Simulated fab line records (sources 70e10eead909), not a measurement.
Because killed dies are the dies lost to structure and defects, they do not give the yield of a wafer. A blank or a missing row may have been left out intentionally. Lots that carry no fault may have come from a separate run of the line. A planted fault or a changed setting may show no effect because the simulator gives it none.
A sampling plan put to the test ; flow nandHarc ; 38 faults told of in these records, all on one fab line, each judged by the records of the lots it struck
What counts as the plan is the set of the line's own looks, namely the steps on the route at which a gauge or an inspection reads a wafer and does not change it. Where struck wafers have a number at a look and the file lists that look's usual mean and standard deviation on fault-free wafers, the look can be judged. Caught: at a look after the fault's first step, the mean of the struck wafers lies 4 or more of those standard deviations (sigma) from the usual mean. On the tool: the fault's steps, tested the same way using the tool's own readings. Another recipe on the struck wafers, or a record that is blank for them alone, also counts as caught.

THE FAULTS, as the simulator had put them in
1. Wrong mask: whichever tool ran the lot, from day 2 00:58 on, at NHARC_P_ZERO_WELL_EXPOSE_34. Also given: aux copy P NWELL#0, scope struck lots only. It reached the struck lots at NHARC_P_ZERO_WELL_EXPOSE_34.
2. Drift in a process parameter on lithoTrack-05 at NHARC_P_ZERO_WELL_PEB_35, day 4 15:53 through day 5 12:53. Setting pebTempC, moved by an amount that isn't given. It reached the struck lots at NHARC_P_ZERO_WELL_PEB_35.
3. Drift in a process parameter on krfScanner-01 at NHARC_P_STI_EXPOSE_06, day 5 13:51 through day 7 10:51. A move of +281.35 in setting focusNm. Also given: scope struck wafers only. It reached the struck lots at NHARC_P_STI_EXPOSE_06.
4. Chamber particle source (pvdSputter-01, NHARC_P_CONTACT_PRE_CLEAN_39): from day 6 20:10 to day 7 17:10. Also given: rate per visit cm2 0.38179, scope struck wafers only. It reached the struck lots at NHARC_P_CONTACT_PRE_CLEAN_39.
5. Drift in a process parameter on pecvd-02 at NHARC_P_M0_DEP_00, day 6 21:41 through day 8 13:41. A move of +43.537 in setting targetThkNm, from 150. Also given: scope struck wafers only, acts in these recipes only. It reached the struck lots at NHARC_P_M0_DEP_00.
6. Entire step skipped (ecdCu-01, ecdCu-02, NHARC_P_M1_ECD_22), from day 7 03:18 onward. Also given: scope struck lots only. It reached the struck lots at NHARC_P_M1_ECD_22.
7. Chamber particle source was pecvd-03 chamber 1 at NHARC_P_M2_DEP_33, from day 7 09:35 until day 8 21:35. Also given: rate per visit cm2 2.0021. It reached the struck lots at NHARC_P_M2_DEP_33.
8. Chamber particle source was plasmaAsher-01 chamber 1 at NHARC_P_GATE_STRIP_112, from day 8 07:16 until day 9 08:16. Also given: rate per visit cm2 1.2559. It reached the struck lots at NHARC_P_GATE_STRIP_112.
9. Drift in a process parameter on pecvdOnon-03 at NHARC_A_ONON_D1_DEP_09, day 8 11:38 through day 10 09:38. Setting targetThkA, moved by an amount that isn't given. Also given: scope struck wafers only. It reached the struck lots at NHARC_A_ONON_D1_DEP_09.
10. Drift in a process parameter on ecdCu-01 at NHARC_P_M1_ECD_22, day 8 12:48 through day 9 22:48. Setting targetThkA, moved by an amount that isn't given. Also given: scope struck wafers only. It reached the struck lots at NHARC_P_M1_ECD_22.
11. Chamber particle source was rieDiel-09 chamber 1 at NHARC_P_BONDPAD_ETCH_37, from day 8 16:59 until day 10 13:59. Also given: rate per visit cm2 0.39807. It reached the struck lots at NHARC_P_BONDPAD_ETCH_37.
12. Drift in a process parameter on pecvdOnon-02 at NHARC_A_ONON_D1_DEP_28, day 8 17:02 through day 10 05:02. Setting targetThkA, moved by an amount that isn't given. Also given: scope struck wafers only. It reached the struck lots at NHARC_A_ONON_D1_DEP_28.
13. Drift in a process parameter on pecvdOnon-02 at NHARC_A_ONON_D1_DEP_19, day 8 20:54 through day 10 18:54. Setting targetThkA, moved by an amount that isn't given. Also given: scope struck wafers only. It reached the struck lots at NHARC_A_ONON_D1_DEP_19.
14. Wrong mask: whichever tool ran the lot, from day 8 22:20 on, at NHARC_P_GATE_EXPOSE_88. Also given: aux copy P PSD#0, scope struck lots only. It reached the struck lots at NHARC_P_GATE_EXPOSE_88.
15. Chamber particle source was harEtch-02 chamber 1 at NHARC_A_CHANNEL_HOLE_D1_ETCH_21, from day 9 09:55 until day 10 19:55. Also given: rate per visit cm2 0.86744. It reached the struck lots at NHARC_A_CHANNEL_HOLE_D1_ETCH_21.
16. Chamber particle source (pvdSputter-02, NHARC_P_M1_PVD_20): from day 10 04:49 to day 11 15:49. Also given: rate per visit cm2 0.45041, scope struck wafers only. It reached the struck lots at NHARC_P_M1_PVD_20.
17. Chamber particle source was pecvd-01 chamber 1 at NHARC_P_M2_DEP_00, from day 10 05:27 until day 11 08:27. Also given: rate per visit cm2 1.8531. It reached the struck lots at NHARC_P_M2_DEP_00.
18. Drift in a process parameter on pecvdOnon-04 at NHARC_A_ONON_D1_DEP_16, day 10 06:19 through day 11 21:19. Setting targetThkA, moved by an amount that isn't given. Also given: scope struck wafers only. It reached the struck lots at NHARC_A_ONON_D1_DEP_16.
19. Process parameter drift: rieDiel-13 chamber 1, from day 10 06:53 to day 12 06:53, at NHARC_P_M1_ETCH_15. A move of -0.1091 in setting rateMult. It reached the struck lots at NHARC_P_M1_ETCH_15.
20. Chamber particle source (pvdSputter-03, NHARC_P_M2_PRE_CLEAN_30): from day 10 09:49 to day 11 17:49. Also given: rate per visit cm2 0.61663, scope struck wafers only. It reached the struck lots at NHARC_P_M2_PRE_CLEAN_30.
21. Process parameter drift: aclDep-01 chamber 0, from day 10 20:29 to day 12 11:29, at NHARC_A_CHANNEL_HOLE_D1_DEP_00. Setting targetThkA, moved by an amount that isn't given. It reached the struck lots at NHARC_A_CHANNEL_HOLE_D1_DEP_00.
22. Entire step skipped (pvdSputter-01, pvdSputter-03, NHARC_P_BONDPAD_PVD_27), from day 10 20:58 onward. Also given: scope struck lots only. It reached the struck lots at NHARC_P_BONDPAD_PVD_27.
23. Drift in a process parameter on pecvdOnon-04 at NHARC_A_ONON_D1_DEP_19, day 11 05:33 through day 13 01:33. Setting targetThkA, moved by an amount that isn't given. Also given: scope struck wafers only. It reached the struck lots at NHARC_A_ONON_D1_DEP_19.
24. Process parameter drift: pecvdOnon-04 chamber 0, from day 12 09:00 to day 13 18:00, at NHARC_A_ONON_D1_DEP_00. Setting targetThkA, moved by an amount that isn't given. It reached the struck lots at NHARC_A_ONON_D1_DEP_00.
25. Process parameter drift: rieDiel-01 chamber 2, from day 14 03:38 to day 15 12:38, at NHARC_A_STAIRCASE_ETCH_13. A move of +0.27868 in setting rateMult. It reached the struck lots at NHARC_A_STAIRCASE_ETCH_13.
26. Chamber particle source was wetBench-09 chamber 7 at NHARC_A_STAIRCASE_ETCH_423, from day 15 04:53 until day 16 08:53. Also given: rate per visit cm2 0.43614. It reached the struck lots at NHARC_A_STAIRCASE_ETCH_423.
27. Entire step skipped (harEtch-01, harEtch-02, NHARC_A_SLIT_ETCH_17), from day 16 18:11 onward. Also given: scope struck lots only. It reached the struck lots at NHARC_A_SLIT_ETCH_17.
28. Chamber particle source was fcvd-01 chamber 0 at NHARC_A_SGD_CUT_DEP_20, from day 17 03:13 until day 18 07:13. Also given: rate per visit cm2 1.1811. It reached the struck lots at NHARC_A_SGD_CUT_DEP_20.
29. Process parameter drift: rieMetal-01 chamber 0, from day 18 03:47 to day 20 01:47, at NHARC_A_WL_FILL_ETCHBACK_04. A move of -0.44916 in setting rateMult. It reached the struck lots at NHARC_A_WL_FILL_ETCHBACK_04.
30. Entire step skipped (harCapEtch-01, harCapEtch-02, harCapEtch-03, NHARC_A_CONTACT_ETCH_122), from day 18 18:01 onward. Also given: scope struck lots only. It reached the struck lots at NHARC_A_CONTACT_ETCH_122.
31. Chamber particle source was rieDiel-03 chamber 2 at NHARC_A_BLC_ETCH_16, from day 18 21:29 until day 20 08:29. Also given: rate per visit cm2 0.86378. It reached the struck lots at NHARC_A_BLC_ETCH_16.
32. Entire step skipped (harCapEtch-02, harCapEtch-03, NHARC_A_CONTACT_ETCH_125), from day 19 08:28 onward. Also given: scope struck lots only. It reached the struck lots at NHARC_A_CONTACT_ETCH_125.
33. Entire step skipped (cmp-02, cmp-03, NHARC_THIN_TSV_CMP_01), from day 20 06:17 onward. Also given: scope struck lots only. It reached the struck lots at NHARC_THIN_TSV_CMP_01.
34. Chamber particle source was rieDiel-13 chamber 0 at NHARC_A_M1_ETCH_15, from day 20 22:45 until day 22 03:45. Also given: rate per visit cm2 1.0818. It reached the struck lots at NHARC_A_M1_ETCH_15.
35. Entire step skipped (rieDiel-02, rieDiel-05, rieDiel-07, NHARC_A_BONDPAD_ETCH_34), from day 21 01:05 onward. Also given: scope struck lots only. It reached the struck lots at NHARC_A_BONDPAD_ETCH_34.
36. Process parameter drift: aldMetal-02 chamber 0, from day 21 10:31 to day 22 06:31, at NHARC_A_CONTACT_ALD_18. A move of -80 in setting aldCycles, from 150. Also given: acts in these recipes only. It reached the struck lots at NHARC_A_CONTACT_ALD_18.
37. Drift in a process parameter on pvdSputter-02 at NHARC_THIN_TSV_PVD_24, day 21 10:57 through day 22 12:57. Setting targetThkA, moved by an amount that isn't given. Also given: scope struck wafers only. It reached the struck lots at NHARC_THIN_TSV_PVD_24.
38. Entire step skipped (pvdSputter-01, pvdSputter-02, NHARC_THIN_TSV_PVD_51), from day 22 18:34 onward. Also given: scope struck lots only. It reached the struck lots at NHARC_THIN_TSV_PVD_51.

WHAT THE PLAN SAW
fault;on the tool itself;first look that catches it;reading, sigma;median hours from its first step to that look;hours from the fault's start to the first struck lot there;judged looks passed uncaught
1;under 2 sigma;NHARC_END_SORT_01;killedAtPeriphery +99 or beyond;432.7;434;2
2;heaterPowerTotalW -52 sigma;NHARC_P_ZERO_WELL_CD_MEAS_37;cdNm -8.6;0.1;6;0
3;under 2 sigma;NHARC_P_STI_CD_MEAS_09;cdNm -4.3;0.2;3;0
4;no reading that can be judged;NHARC_END_SORT_01;killedAtPeriphery +21;334.1;338;0
5;no reading that can be judged;NHARC_END_SORT_01;killedAtPeriphery +99 or beyond;329.4;362;0
6;the tool's record is blank for the struck wafers;NHARC_P_M1_THK_MEAS_24;thkNm -91;1.0;2;0
7;under 2 sigma;NHARC_END_SORT_01;killedAtPeriphery +48;320.8;322;2
8;under 2 sigma;NHARC_P_GATE_INSPECT_68;rawDefectCount +10;4.3;15;0
9;no reading that can be judged;NHARC_A_ONON_D1_THK_MEAS_11;thkNm +83;0.3;3;0
10;no reading that can be judged;no look after it can be judged;-;-;-;0
11;only faintly: throttleValvePct +2.1 sigma;NHARC_END_SORT_01;killedAtPeriphery +15;318.6;319;0
12;no reading that can be judged;NHARC_A_ONON_D1_THK_MEAS_30;thkNm -5.3;0.5;2;0
13;no reading that can be judged;NHARC_A_ONON_D1_THK_MEAS_21;thkNm +7.8;0.5;4;0
14;no reading that can be judged;NHARC_END_SORT_01;killedAtPeriphery +99 or beyond;354.2;355;0
15;under 2 sigma;NHARC_A_CHANNEL_HOLE_D1_INSPECT_40;rawDefectCount +33;5.2;7;0
16;under 2 sigma;NHARC_END_SORT_01;killedAtPeriphery +31;339.8;349;0
17;no reading that can be judged;NHARC_P_M2_INSPECT_11;rawDefectCount +99 or beyond;0.8;2;0
18;no reading that can be judged;NHARC_A_ONON_D1_THK_MEAS_18;thkNm +67;0.4;10;0
19;oesProductAu -4.7 sigma;NHARC_END_SORT_01;killedAtPeriphery +4.0;331.5;357;1
20;under 2 sigma;NHARC_END_SORT_01;killedAtPeriphery +29;343.5;346;1
21;under 2 sigma;NHARC_END_SORT_01;killedAtArray +58;264.9;264;0
22;the tool's record is blank for the struck wafers;NHARC_END_SORT_01;killedAtPeriphery +99 or beyond;339.7;333;0
23;no reading that can be judged;NHARC_A_ONON_D1_THK_MEAS_21;thkNm -10;0.5;14;0
24;no reading that can be judged;NHARC_A_ONON_D1_THK_MEAS_02;thkNm +39;0.5;12;0
25;oesProductAu +11 sigma;NHARC_END_SORT_01;killedAtArray +50;230.4;254;0
26;no reading that can be judged;NHARC_END_SORT_01;killedAtArray +5.0;136.0;162;2
27;the tool's record is blank for the struck wafers;NHARC_END_SORT_01;killedAtArray +58;117.0;122;0
28;under 2 sigma;NHARC_END_SORT_01;killedAtArray +5.9;144.4;133;1
29;oesProductAu -26 sigma;NHARC_END_SORT_01;killedAtArray +58;123.9;136;0
30;the tool's record is blank for the struck wafers;NHARC_END_SORT_01;killedAtArray +58;72.7;74;0
31;under 2 sigma;NHARC_END_SORT_01;killedAtArray +5.8;50.2;59;0
32;the tool's record is blank for the struck wafers;NHARC_END_SORT_01;killedAtArray +58;58.7;62;0
33;the tool's record is blank for the struck wafers;NHARC_THIN_TSV_THK_MEAS_02;thkNm +13;0.2;10;0
34;only faintly: rfVppV -2.4 sigma;NHARC_END_SORT_01;sort_bin_3_pct +15;39.1;47;3
35;the tool's record is blank for the struck wafers;NHARC_END_SORT_01;sort_bin_2_pct +99 or beyond;34.0;37;1
36;under 2 sigma;NHARC_END_SORT_01;killedAtArray +58;63.6;80;0
37;no reading that can be judged;NHARC_END_SORT_01;killedAtOther +99 or beyond;11.1;11;3
38;the tool's record is blank for the struck wafers;NHARC_END_SORT_01;killedAtOther +99 or beyond;14.2;22;0
A dash: the fault isn't caught, or these records don't give the number.

Caught at a look: 37 of 38. Caught on the tool: 12 of 38. By one or the other: 37 of 38.
Caught at a look alone: faults 1, 3, 4, 5, 7, 8, 9, 11, 12, 13, 14, 15, 16, 17, 18, 20, 21, 23, 24, 26, 28, 31, 34, 36, 37.
Caught by neither: fault 10.

THINNER SAMPLING
Were the look that catches a fault to measure just every second or every third lot (counted by lot number), the first struck lot would, at worst, be measured this late:
fault;struck lots at that look, in order of time;every lot;every second lot;every third lot
1;L806;434 h;may miss it;may miss it
2;L492, L493;6 h;12 h;may miss all 2
3;L627, L630;3 h;19 h;may miss all 2
4;L108, L110;338 h;may miss all 2;may miss all 2
5;L110;362 h;may miss it;may miss it
6;L890;2 h;may miss it;may miss it
7;L607, L608, L611;322 h;338 h;may miss all 3
8;L361, L360, L363;15 h;16 h;may miss all 3
9;L142, L144, L146;3 h;may miss all 3;43 h
11;L455, L454;319 h;325 h;may miss all 2
12;L540, L542, L546;2 h;may miss all 3;may miss all 3
13;L713, L719;4 h;may miss all 2;may miss all 2
14;L740;355 h;may miss it;may miss it
15;L830, L834;7 h;may miss all 2;may miss all 2
16;L775, L777;349 h;may miss all 2;may miss all 2
17;L406, L408;2 h;may miss all 2;may miss all 2
18;L219, L220;10 h;37 h;may miss all 2
19;L869;357 h;may miss it;may miss it
20;L204;346 h;may miss it;may miss it
21;L505, L507, L509;264 h;may miss all 3;282 h
22;L897, L898;333 h;350 h;may miss all 2
23;L348, L349, L351;14 h;19 h;may miss all 3
24;L627, L628;12 h;16 h;may miss all 2
25;L506;254 h;may miss it;may miss it
26;L500;162 h;may miss it;may miss it
27;L331, L333, L332;122 h;128 h;128 h
28;L758, L760;133 h;may miss all 2;may miss all 2
29;L248;136 h;may miss it;may miss it
30;L412, L414, L413;74 h;80 h;80 h
31;L308, L311;59 h;81 h;may miss all 2
32;L873, L875, L874;62 h;86 h;86 h
33;L425, L424, L426;10 h;11 h;20 h
34;L380;47 h;may miss it;may miss it
35;L472, L471, L474;37 h;45 h;may miss all 3
36;L923, L921;80 h;may miss all 2;may miss all 2
37;L211, L212;11 h;34 h;may miss all 2
38;L189, L190, L192;22 h;23 h;may miss all 3
The hour figures run from when the fault began to the first measured lot among those it struck. 4 sigma limit: tested on the pooled struck wafers, so a lone lot may be under it. Other struck lots may not be in these records.

THE LONGEST TIMED WAY FROM STEP TO LOOK
Fault 1: the median time between NHARC_P_ZERO_WELL_EXPOSE_34 and NHARC_END_SORT_01 is 432.7 hours. The looks between them that can be judged stayed within 4 sigma: NHARC_P_ZERO_WELL_CD_MEAS_52, NHARC_P_ZERO_WELL_INSPECT_43.
